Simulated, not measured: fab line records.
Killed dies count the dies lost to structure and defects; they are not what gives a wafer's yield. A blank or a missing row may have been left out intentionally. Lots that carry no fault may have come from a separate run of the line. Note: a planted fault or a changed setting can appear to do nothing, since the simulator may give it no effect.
What tool caused it?	flow n5 finfet	Sampling: 9 lots, 26 wafers, 6 of 1938 route steps

## WHAT THE GAUGES READ, wafer by wafer
N5_BEOL_M1_CD_MEAS_28: target cd y 23.3 nm. Usual: cd nm 24.05 nm, standard deviation 0.25.
lot	measured	on	cd nm (nm)	flag
L581	day 6 11:26	cd sem-01	23.95 23.74 24.11	
L586	day 7 06:23	cd sem-02	23.80 24.03 24.51	
L587	day 7 12:56	cd sem-02	23.99 24.03 23.86	
L589	day 8 05:17	cd sem-02	24.03 24.13 24.04	
L590	day 8 10:23	cd sem-01	23.76 23.67 24.30	
L592	day 9 03:11	cd sem-02	24.06 24.04 23.75	
L601	day 11 09:31	cd sem-01	23.67 24.02	
L603	day 11 18:28	cd sem-02	24.05 24.47 24.00	
L604	day 12 03:48	cd sem-01	24.26 24.62 24.34	

N5_BEOL_M1_OCD_MEAS_38. Usual: trench depth nm 55.1 nm, standard deviation 1.3.
lot	measured	on	trench depth nm (nm)	flag
L581	day 6 22:43	ocd-02	56.5 53.9 56.0	
L586	day 7 17:44	ocd-01	56.9 56.3 55.4	
L587	day 8 05:36	ocd-02	56.8 52.8 55.1	
L589	day 8 19:22	ocd-01	55.1 53.1 55.5	
L590	day 8 22:59	ocd-02	56.2 55.9 56.2	
L592	day 9 04:50	ocd-01	56.0 55.8 55.9	
L601	day 11 17:40	ocd-02	56.7 48.4	
L603	day 11 22:25	ocd-01	55.5 56.0 53.6	
L604	day 12 05:05	ocd-01	56.2 53.4 55.1	

N5_BEOL_M4_RC_MEAS_101. Usual: DIBL_N 36.1 mV/V, standard deviation 1.6; DIBL_P 35.8 mV/V, standard deviation 2; IOFF_N 0.157 nA/um, standard deviation 0.029; IOFF_P 0.21 nA/um, standard deviation 0.034; ION_N 677 uA/um, standard deviation 13; ION_P 465 uA/um, standard deviation 8.1; SS_N 71.3 mV/dec, standard deviation 0.61; SS_P 73.2 mV/dec, standard deviation 0.65; VT_N 249 mV, standard deviation 3.3; VT_P -250 mV, standard deviation 3.2.
lot	measured	on	DIBL_N (mV/V)	DIBL_P (mV/V)	IOFF_N (nA/um)	IOFF_P (nA/um)	ION_N (uA/um)	ION_P (uA/um)	SS_N (mV/dec)	SS_P (mV/dec)	VT_N (mV)	VT_P (mV)	flag
L581	day 9 13:23	prober-02	37.6 35.0 36.7	37.7 34.2 37.0	0.208 0.148 0.181	0.24 0.19 0.23	694 678 676	467 468 460	71.5 71.5 71.1	74.4 73.2 73.8	245 247 247	-250 -250 -248	
L586	day 10 16:06	prober-02	36.2 38.4 38.0	36.1 37.5 37.2	0.169 0.224 0.212	0.23 0.26 0.26	684 684 685	462 466 470	71.8 72.4 72.3	73.3 74.9 74.6	250 246 244	-249 -246 -248	
L587	day 11 00:16	prober-01	34.5 35.3 35.4	34.7 34.3 34.9	0.136 0.138 0.137	0.18 0.16 0.17	683 655 667	459 444 452	70.8 71.7 71.6	73.2 73.0 72.5	250 251 249	-252 -254 -254	
L589	day 11 04:52	prober-01	35.7 36.1 36.9	34.9 36.7 36.5	0.159 0.173 0.179	0.24 0.28 0.27	678 685 678	474 478 478	70.0 70.5 71.5	72.7 73.2 73.3	251 250 248	-242 -245 -244	
L590	day 11 17:14	prober-01	33.2 35.7 34.5	31.2 34.0 32.1	0.101 0.127 0.107	0.13 0.16 0.14	667 663 642	457 454 443	70.6 71.1 71.7	72.3 73.0 72.6	255 255 258	-259 -256 -259	
L592	day 11 12:04	prober-02	34.5 36.2 36.2	35.2 36.6 37.0	0.138 0.164 0.176	0.19 0.21 0.23	680 684 688	469 470 476	71.0 71.9 71.5	72.1 73.2 72.6	252 245 245	-249 -251 -247	
L601	day 14 03:55	prober-02	35.2 35.5	34.8 34.9	0.145 0.156	0.21 0.21	676 684	467 465	71.3 71.2	72.8 72.8	251 251	-248 -250	
L603	day 14 13:03	prober-02	37.0 38.2 36.7	38.1 39.0 37.3	0.190 0.210 0.182	0.24 0.25 0.23	696 696 685	478 474 468	70.9 71.6 71.7	74.2 73.7 73.2	244 242 248	-249 -248 -246	
L604	day 15 06:53	prober-02	37.4 37.5 36.9	38.5 37.4 37.8	0.181 0.181 0.172	0.25 0.24 0.24	683 694 696	464 476 480	72.0 72.1 71.8	73.1 73.9 73.8	248 246 249	-249 -248 -249	

## WHAT TOOL EACH LOT RAN ON (gives the tool, then ch and the chambers of the sampled wafers, and finally the start)
lot	N5_BEOL_M1_ETCH_64	N5_BEOL_M1_ETCHBACK_99	N5_BEOL_M1_TRENCH_ETCH_37
L581	rie diel-02 ch 0,2, day 6 10:46	rie diel-04 ch 0,2, day 6 22:19	rie diel-04 ch 0,2, day 6 22:33
L586	rie diel-06 ch 0,2,3, day 7 05:35	rie diel-04 ch 0,1,3, day 7 17:20	rie diel-04 ch 0,1,3, day 7 17:35
L587	rie diel-06 ch 0,2,3, day 7 12:16	rie diel-06 ch 0,2,3, day 8 05:12	rie diel-06 ch 0,2,3, day 8 05:26
L589	rie diel-04 ch 0,2, day 8 04:37	rie diel-02 ch 2,3, day 8 18:59	rie diel-02 ch 2,3, day 8 19:13
L590	rie diel-02 ch 0,2,3, day 8 09:42	rie diel-02 ch 0,1,3, day 8 22:36	rie diel-02 ch 0,1,3, day 8 22:50
L592	rie diel-06 ch 0,2, day 9 02:31	rie diel-04 ch 0,3, day 9 04:27	rie diel-04 ch 0,3, day 9 04:41
L601	rie diel-04 ch 2,3, day 11 08:43	rie diel-06 ch 0,2, day 11 17:17	rie diel-06 ch 0,2, day 11 17:31
L603	rie diel-06 ch 0,2,3, day 11 17:46	rie diel-04 ch 0,2,3, day 11 22:01	rie diel-04 ch 0,2,3, day 11 22:14
L604	rie diel-02 ch 0,2,3, day 12 03:08	rie diel-04 ch 0,2,3, day 12 04:41	rie diel-04 ch 0,2,3, day 12 04:56
- N5_BEOL_M1_ETCH_64: etches SOC in N2/H2, target depth 75 nm, overetch 15 nm, time 112.5 s.
- N5_BEOL_M1_ETCHBACK_99: etches SiO2 in CHF3, target depth 5 nm, time 10.4 s.
- N5_BEOL_M1_TRENCH_ETCH_37: etches SiOC in C4F6/O2, target depth 55.207 nm, time 29 s.

## WHAT THE TOOLS THEMSELVES READ (means of the sampled wafers that have a number; where no wafer has one, the mark that the record gives instead)
N5_BEOL_M1_ETCH_64. Usual: drypump motor current A 5.8 A, standard deviation 0.57; oes product au 0.63 a.u., standard deviation 0.055; rf vpp V 523.1 V, standard deviation 2.2; showerhead plenum p Torr 2.52 Torr, standard deviation 0.08; throttle valve pct 17.85 %, standard deviation 0.21.
lot	tool	drypump motor current A (A)	oes product au (a.u.)	rf vpp V (V)	showerhead plenum p Torr (Torr)	throttle valve pct (%)	flag
L581	rie diel-02	6.1	0.67	523.0	2.52	17.65	
L586	rie diel-06	5.7	0.66	523.3	2.54	17.84	
L587	rie diel-06	5.7	0.65	523.0	2.53	17.84	
L589	rie diel-04	5.5	0.62	520.4	2.43	17.66	
L590	rie diel-02	6.2	0.66	523.0	2.51	17.89	
L592	rie diel-06	5.9	0.64	522.0	2.49	17.88	
L601	rie diel-04	5.4	0.58	520.8	2.42	17.83	
L603	rie diel-06	5.7	0.62	522.8	2.52	17.90	
L604	rie diel-02	6.2	0.64	523.3	2.50	17.94	

N5_BEOL_M1_ETCHBACK_99. Usual: drypump motor current A 5.8 A, standard deviation 0.61; oes_f_703_au 0.80 a.u., standard deviation 0.07; oes product au 0.80 a.u., standard deviation 0.073; rf vpp V 241 V, standard deviation 4.8; showerhead plenum p Torr 2.13 Torr, standard deviation 0.057; throttle valve pct 17.05 %, standard deviation 0.22.
lot	tool	drypump motor current A (A)	oes_f_703_au (a.u.)	oes product au (a.u.)	rf vpp V (V)	showerhead plenum p Torr (Torr)	throttle valve pct (%)	flag
L581	rie diel-04	5.7	0.85	0.87	243	2.10	16.98	
L586	rie diel-04	5.6	0.86	0.88	241	2.13	17.04	
L587	rie diel-06	5.7	0.81	0.81	238	2.13	17.05	
L589	rie diel-02	6.7	0.81	0.81	241	2.09	17.25	
L590	rie diel-02	6.2	0.81	0.80	245	2.16	16.95	
L592	rie diel-04	5.8	0.85	0.88	242	2.10	17.02	
L601	rie diel-06	6.1	0.82	0.81	235	2.12	17.01	
L603	rie diel-04	5.6	0.77	0.78	241	2.07	17.12	
L604	rie diel-04	5.6	0.76	0.78	241	2.07	17.12	

N5_BEOL_M1_TRENCH_ETCH_37. Usual: drypump motor current A 5.9 A, standard deviation 0.61; oes_f_703_au 0.80 a.u., standard deviation 0.072; oes product au 0.81 a.u., standard deviation 0.073; rf vpp V 667 V, standard deviation 12; run length s 52.2 s, standard deviation 0.52; showerhead plenum p Torr 2.82 Torr, standard deviation 0.073; throttle valve pct 20.84 %, standard deviation 0.24.
lot	tool	drypump motor current A (A)	oes_f_703_au (a.u.)	oes product au (a.u.)	rf vpp V (V)	run length s (s)	showerhead plenum p Torr (Torr)	throttle valve pct (%)	flag
L581	rie diel-04	5.7	0.85	0.88	673	51.9	2.78	20.79	
L586	rie diel-04	5.6	0.87	0.88	667	52.5	2.81	20.85	
L587	rie diel-06	5.7	0.82	0.81	661	52.4	2.83	20.85	
L589	rie diel-02	6.7	0.81	0.81	667	52.0	2.77	21.08	
L590	rie diel-02	6.2	0.82	0.82	675	52.1	2.86	20.74	
L592	rie diel-04	5.8	0.86	0.88	670	52.5	2.78	20.86	
L601	rie diel-06	6.1	0.83	0.81	652	50.6	2.80	20.80	OFF
L603	rie diel-04	5.6	0.77	0.78	665	52.1	2.74	20.90	
L604	rie diel-04	5.6	0.76	0.78	665	52.0	2.74	20.90	

## THE ANSWER, worked out from the rows above alone
Rule: lot off if the mean of its wafers having a number is beyond 3 standard deviations from the usual mean. Also off: a lot with no number at a reading for which 4 or more lots have one. Any other lot the step has rows for is counted as sound. First the gauges in route order, then the tools' own readings, where a lot's mean is used as printed above. At the first step where some lot is off, the reading lying furthest off is the one used; lots without a number count as furthest.
Off: L601 (N5_BEOL_M1_TRENCH_ETCH_37, run length s).
A tool fits if, at that step or a process step before it, it ran every lot that is off, and no sound lot after the first of them. Undecided on this evidence; 2 tools fit (rie diel-04 at N5_BEOL_M1_ETCH_64, rie diel-06 at N5_BEOL_M1_ETCHBACK_99 and N5_BEOL_M1_TRENCH_ETCH_37).

## WHAT THE SIMULATOR PUT IN
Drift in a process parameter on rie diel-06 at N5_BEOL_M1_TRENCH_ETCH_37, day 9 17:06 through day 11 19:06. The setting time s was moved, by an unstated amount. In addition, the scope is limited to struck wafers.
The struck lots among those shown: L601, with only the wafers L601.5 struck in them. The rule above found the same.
